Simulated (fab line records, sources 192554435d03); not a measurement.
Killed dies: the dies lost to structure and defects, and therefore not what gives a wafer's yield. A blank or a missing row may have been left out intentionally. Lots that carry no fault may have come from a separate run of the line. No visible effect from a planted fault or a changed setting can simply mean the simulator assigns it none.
Matching of chambers || flow n5 finfet || N5_MOL_CONTACT_COAG_ETCH_105 on rie diel-04 has 4 sister chambers
The step etches SiARC in CF4, target depth 15.6 nm, time 26 s. 20 wafers are shown with their chamber, then 10 later ones without.

WAFERS WITH THEIR CHAMBER
{"wafer": "L074.2", "chamber": 0, "throttle valve pct (%)": 15.42, "showerhead plenum p Torr (Torr)": 2.19, "etch rf on time s (s)": 26.2}
{"wafer": "L074.3", "chamber": 3, "throttle valve pct (%)": 15.64, "showerhead plenum p Torr (Torr)": 2.20, "etch rf on time s (s)": 25.9}
{"wafer": "L074.4", "chamber": 2, "throttle valve pct (%)": 15.65, "showerhead plenum p Torr (Torr)": 2.17, "etch rf on time s (s)": 25.7}
{"wafer": "L078.1", "chamber": 0, "throttle valve pct (%)": 15.45, "showerhead plenum p Torr (Torr)": 2.19, "etch rf on time s (s)": 26.1}
{"wafer": "L078.4", "chamber": 0, "throttle valve pct (%)": 15.48, "showerhead plenum p Torr (Torr)": 2.19, "etch rf on time s (s)": 25.9}
{"wafer": "L078.5", "chamber": 2, "throttle valve pct (%)": 15.68, "showerhead plenum p Torr (Torr)": 2.17, "etch rf on time s (s)": 25.7}
{"wafer": "L079.1", "chamber": 1, "throttle valve pct (%)": 15.16, "showerhead plenum p Torr (Torr)": 2.19, "etch rf on time s (s)": 25.8}
{"wafer": "L079.4", "chamber": 2, "throttle valve pct (%)": 15.68, "showerhead plenum p Torr (Torr)": 2.17, "etch rf on time s (s)": 25.7}
{"wafer": "L079.6", "chamber": 2, "throttle valve pct (%)": 15.68, "showerhead plenum p Torr (Torr)": 2.17, "etch rf on time s (s)": 25.7}
{"wafer": "L083.1", "chamber": 1, "throttle valve pct (%)": 15.20, "showerhead plenum p Torr (Torr)": 2.18, "etch rf on time s (s)": 25.5}
{"wafer": "L083.4", "chamber": 0, "throttle valve pct (%)": 15.47, "showerhead plenum p Torr (Torr)": 2.18, "etch rf on time s (s)": 25.9}
{"wafer": "L083.5", "chamber": 1, "throttle valve pct (%)": 15.19, "showerhead plenum p Torr (Torr)": 2.18, "etch rf on time s (s)": 25.4}
{"wafer": "L085.3", "chamber": 1, "throttle valve pct (%)": 15.20, "showerhead plenum p Torr (Torr)": 2.18, "etch rf on time s (s)": 25.9}
{"wafer": "L085.5", "chamber": 0, "throttle valve pct (%)": 15.48, "showerhead plenum p Torr (Torr)": 2.18, "etch rf on time s (s)": 26.2}
{"wafer": "L085.6", "chamber": 2, "throttle valve pct (%)": 15.70, "showerhead plenum p Torr (Torr)": 2.16, "etch rf on time s (s)": 25.7}
{"wafer": "L087.1", "chamber": 2, "throttle valve pct (%)": 15.73, "showerhead plenum p Torr (Torr)": 2.16, "etch rf on time s (s)": 25.7}
{"wafer": "L087.2", "chamber": 3, "throttle valve pct (%)": 15.18, "showerhead plenum p Torr (Torr)": 2.19, "etch rf on time s (s)": 25.4}
{"wafer": "L087.3", "chamber": 0, "throttle valve pct (%)": 15.49, "showerhead plenum p Torr (Torr)": 2.18, "etch rf on time s (s)": 26.0}
{"wafer": "L088.2", "chamber": 0, "throttle valve pct (%)": 15.50, "showerhead plenum p Torr (Torr)": 2.18, "etch rf on time s (s)": 25.9}
{"wafer": "L088.5", "chamber": 0, "throttle valve pct (%)": 15.51, "showerhead plenum p Torr (Torr)": 2.18, "etch rf on time s (s)": 26.1}

SIGNATURES, as means of the wafers listed above
{"reading": "throttle valve pct", "chamber 0": 15.4750, "chamber 1": 15.1875, "chamber 2": 15.6867, "chamber 3": 15.4100, "scatter within a chamber": 0.0852}
{"reading": "showerhead plenum p Torr", "chamber 0": 2.1837, "chamber 1": 2.1825, "chamber 2": 2.1667, "chamber 3": 2.1950, "scatter within a chamber": 0.00528}
{"reading": "etch rf on time s", "chamber 0": 26.038, "chamber 1": 25.650, "chamber 2": 25.700, "chamber 3": 25.650, "scatter within a chamber": 0.161}
Rule: a wafer's distance from a chamber is the root of the sum, over the readings, of the square of ((its reading less the chamber's mean) divided by the reading's scatter). The wafer belongs to the nearest chamber; if the next one is less than 2 further off, it can't be placed. The scatter is the square root of a quotient: the sum, over the shown wafers, of each reading's squared deviation from its chamber's mean, divided by wafers minus chambers.

WAFERS WITH NO CHAMBER GIVEN
{"wafer": "L088.6", "throttle valve pct (%)": 15.20, "showerhead plenum p Torr (Torr)": 2.19, "etch rf on time s (s)": 25.2}
{"wafer": "L092.2", "throttle valve pct (%)": 15.75, "showerhead plenum p Torr (Torr)": 2.16, "etch rf on time s (s)": 26.0}
{"wafer": "L092.4", "throttle valve pct (%)": 15.23, "showerhead plenum p Torr (Torr)": 2.18, "etch rf on time s (s)": 25.6}
{"wafer": "L092.5", "throttle valve pct (%)": 15.73, "showerhead plenum p Torr (Torr)": 2.16, "etch rf on time s (s)": 25.7}
{"wafer": "L093.1", "throttle valve pct (%)": 15.51, "showerhead plenum p Torr (Torr)": 2.18, "etch rf on time s (s)": 26.4}
{"wafer": "L093.5", "throttle valve pct (%)": 15.51, "showerhead plenum p Torr (Torr)": 2.18, "etch rf on time s (s)": 26.0}
{"wafer": "L093.6", "throttle valve pct (%)": 15.22, "showerhead plenum p Torr (Torr)": 2.18, "etch rf on time s (s)": 25.5}
{"wafer": "L094.1", "throttle valve pct (%)": 15.23, "showerhead plenum p Torr (Torr)": 2.18, "etch rf on time s (s)": 25.5}
{"wafer": "L094.3", "throttle valve pct (%)": 15.76, "showerhead plenum p Torr (Torr)": 2.16, "etch rf on time s (s)": 25.7}
{"wafer": "L094.4", "throttle valve pct (%)": 15.53, "showerhead plenum p Torr (Torr)": 2.18, "etch rf on time s (s)": 26.2}

THE CHAMBER EACH PASSED THROUGH
{"wafer": "L088.6", "from the rows above": "can't be placed: 1 or 3", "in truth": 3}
{"wafer": "L092.2", "from the rows above": 2, "in truth": 2}
{"wafer": "L092.4", "from the rows above": 1, "in truth": 1}
{"wafer": "L092.5", "from the rows above": 2, "in truth": 2}
{"wafer": "L093.1", "from the rows above": 0, "in truth": 0}
{"wafer": "L093.5", "from the rows above": 0, "in truth": 0}
{"wafer": "L093.6", "from the rows above": 1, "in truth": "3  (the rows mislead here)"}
{"wafer": "L094.1", "from the rows above": 1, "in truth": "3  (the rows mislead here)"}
{"wafer": "L094.3", "from the rows above": 2, "in truth": 2}
{"wafer": "L094.4", "from the rows above": 0, "in truth": 0}
Correctly placed: 7 of 10. Unplaceable from these rows: 1, with the true chamber sitting among the candidates in 1. Placed wrongly: 2.
